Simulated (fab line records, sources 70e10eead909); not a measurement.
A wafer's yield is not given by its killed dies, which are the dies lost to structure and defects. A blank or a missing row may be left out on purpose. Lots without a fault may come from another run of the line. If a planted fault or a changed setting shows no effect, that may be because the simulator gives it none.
Which of the tools did it? -- flow nand harc -- 6 lots with 18 wafers sampled at 3 steps, on a route of 1159 steps

WHAT EACH GAUGE READ, for each wafer
NHARC_A_SOURCE_PLATE_THK_MEAS_09: measures by ellipsometry.
lot,measured,on,thk nm (nm)
L817,day 8 23:07,film metro-01,15.6 16.7 17.0
L824,day 10 07:05,film metro-01,10.5 9.0 9.8
L825,day 11 00:26,film metro-01,9.3 9.6 9.8
L826,day 11 00:27,film metro-01,9.1 9.2 10.0
L830,day 11 17:04,film metro-02,9.0 9.0 10.6
L833,day 12 23:49,film metro-02,9.1 9.4 9.6

TOOL THAT RAN EACH LOT (tool first, then ch and the chambers of the sampled wafers, then the start)
lot,NHARC_A_ZERO_WELL_ETCH_19,NHARC_A_SOURCE_PLATE_OXIDE_02
L817,"rie diel-13 ch 1,2,3, day 8 07:39","furnace-03 ch 0, day 8 11:55"
L824,"rie diel-01 ch 1,3, day 9 22:46","furnace-03 ch 0, day 10 02:59"
L825,"rie diel-02 ch 0,2,3, day 10 15:47","furnace-06 ch 0, day 10 20:22"
L826,"rie diel-13 ch 1,2,3, day 10 16:41","furnace-06 ch 0, day 10 20:22"
L830,"rie diel-02 ch 0,1,2, day 11 10:20","furnace-06 ch 0, day 11 12:55"
L833,"rie diel-13 ch 0,2,3, day 12 10:05","furnace-03 ch 0, day 12 19:44"
- NHARC_A_ZERO_WELL_ETCH_19: etches the open film in N2/H2, target depth 80 nm, overetch 24 nm, time 87.88 s.
- NHARC_A_SOURCE_PLATE_OXIDE_02: material SiO2, target thk 10 nm, ox time 1362 s.

THE ANSWER, worked out from the rows above alone
Rule: usual is defined by the lots themselves. Put in order of their means at a reading, lots are off if they are a third of the lots or fewer, leave a main group of 4 or more, and stand apart from it by a gap of 3 or more times the standard deviation of the main group's means; of several such gaps the widest counts. The tables above print the reading to a certain number of digits; a main group whose means all agree to those digits is not used. A lot without any number at a reading at which 4 lots or more have one is off too. All remaining lots with rows at the step are treated as sound.
Off: L817, at NHARC_A_SOURCE_PLATE_THK_MEAS_09 (thk nm). For the main group the mean is 9.5 nm and the standard deviation 0.14.
If a tool, at a process step before that reading, ran all the lots that are off and no sound lot after the first of them, it fits. Those tools and the gauges at NHARC_A_SOURCE_PLATE_THK_MEAS_09 are tried in the same way. None of those tried fits.

WHAT THE SIMULATOR PUT IN
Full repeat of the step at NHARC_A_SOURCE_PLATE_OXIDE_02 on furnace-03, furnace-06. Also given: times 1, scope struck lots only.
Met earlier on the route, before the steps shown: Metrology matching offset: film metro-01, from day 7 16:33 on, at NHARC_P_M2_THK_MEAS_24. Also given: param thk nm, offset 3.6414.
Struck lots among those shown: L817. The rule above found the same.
